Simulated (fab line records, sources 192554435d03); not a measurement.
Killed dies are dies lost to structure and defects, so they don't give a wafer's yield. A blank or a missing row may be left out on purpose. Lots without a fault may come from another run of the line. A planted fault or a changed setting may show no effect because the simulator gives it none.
Problem report in the 8D (eight disciplines) form, filled by code | flow n5_finfet | the parts of the form that need people (team, actions taken, sign-off) are left out

1. THE PROBLEM
bias_w at N5_BEOL_M5_VIA_ETCH_34 reads a mean of 219.7 W on 1 wafer of 1 lot; wafers without a fault read 185.0 W with a standard deviation of 0.5. That is +69 standard deviations from the usual mean.
The step: etches SiCOH lowk in C4F6/O2, target depth 88.3 nm, time 39.2 s.
First seen on wafer L870.1, day 12 13:07, on rie_diel-03. The record holds 30 wafers of 10 lots with a number at this step. Rule for "out", or "out of limits": more than 4 standard deviations from the usual mean. The other wafers with a number count as sound.

2. WHAT IT IS AND WHAT IT IS NOT
question                    | is                | is not
which readings at this step | bias_w, rf_vpp_V  | drypump_motor_current_A, oes_f_703_au, oes_product_au, showerhead_plenum_p_Torr, throttle_valve_pct
which lots                  | L870              | L854, L855, L856, L862, L863, L866, L872, L874, L876
which wafers of those lots  | L870.1            | L870.2, L870.4
read on which tools         | rie_diel-03       | rie_diel-01, rie_diel-06
when                        | from day 12 13:07 | up to then (20 sound wafers); but 9 sound wafers of L872, L874, L876 came after

3. SUSPECTS, AND WHAT RULES EACH OUT
Counting: a tool at a process step up to the reading stays a suspect if it ran every lot that is out. Sound lots after the first of them don't rule it out here, since some wafers of a struck lot are sound.
- rie_diel-01 at N5_BEOL_M5_STRIP_64 (strips in CF4): kept. It ran the lot that is out, L870 (day 12 11:29); its last sound lot up to then is L866 (day 11 11:04).
- rie_diel-03 at N5_BEOL_M5_VIA_ETCH_34 (etches SiCOH lowk in C4F6/O2, target depth 88.3 nm, time 39.2 s): kept. It ran the lot that is out, L870 (day 12 13:07); its last sound lot up to then is L863 (day 10 19:06). Its own readings are out on those wafers: bias_w, rf_vpp_V.
- Within rie_diel-01 at N5_BEOL_M5_STRIP_64: the wafers that are out ran in chamber 2; their sound lot-mates ran in chambers 0, 3.
- Within rie_diel-03 at N5_BEOL_M5_VIA_ETCH_34: the wafers that are out ran in chamber 2; their sound lot-mates ran in chambers 0, 1.
Left after counting: rie_diel-01 at N5_BEOL_M5_STRIP_64, rie_diel-03 at N5_BEOL_M5_VIA_ETCH_34.

4. THE CAUSE (what the simulator had put in)
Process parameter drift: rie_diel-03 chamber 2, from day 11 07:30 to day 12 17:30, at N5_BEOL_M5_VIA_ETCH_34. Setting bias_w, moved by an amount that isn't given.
Counting left 2 suspects, and this tool is among them.

5. THE CHAIN OF EFFECTS, in route order
Each row: a reading whose mean over the struck wafers that have a number lies more than 3 standard deviations from the usual. Only readings for which the record gives a usual standard deviation are gone through. hours: the time from each lot's start at the first step in this table that gives one to its start at this step, as a median over the lots. sigmas: the change in usual standard deviations.
hours | step                   | reading  | usual   | on struck wafers | change | sigmas
0     | N5_BEOL_M5_VIA_ETCH_34 | bias_w   | 185.0 W | 219.7            | +34.7  | +69
0     | N5_BEOL_M5_VIA_ETCH_34 | rf_vpp_V | 669 V   | 769              | +100   | +22
The process steps in it:
- N5_BEOL_M5_VIA_ETCH_34: etches SiCOH lowk in C4F6/O2, target depth 88.3 nm, time 39.2 s.
Later measuring or inspecting steps at which every struck wafer that the step has a row for has a number for every such reading, and none has moved that far: N5_BEOL_M5_OCD_MEAS_38.

6. WHAT WOULD HAVE CAUGHT IT SOONER
In this record the first reading out of limits was taken at day 12 13:07, 30 hours after the fault began at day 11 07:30.
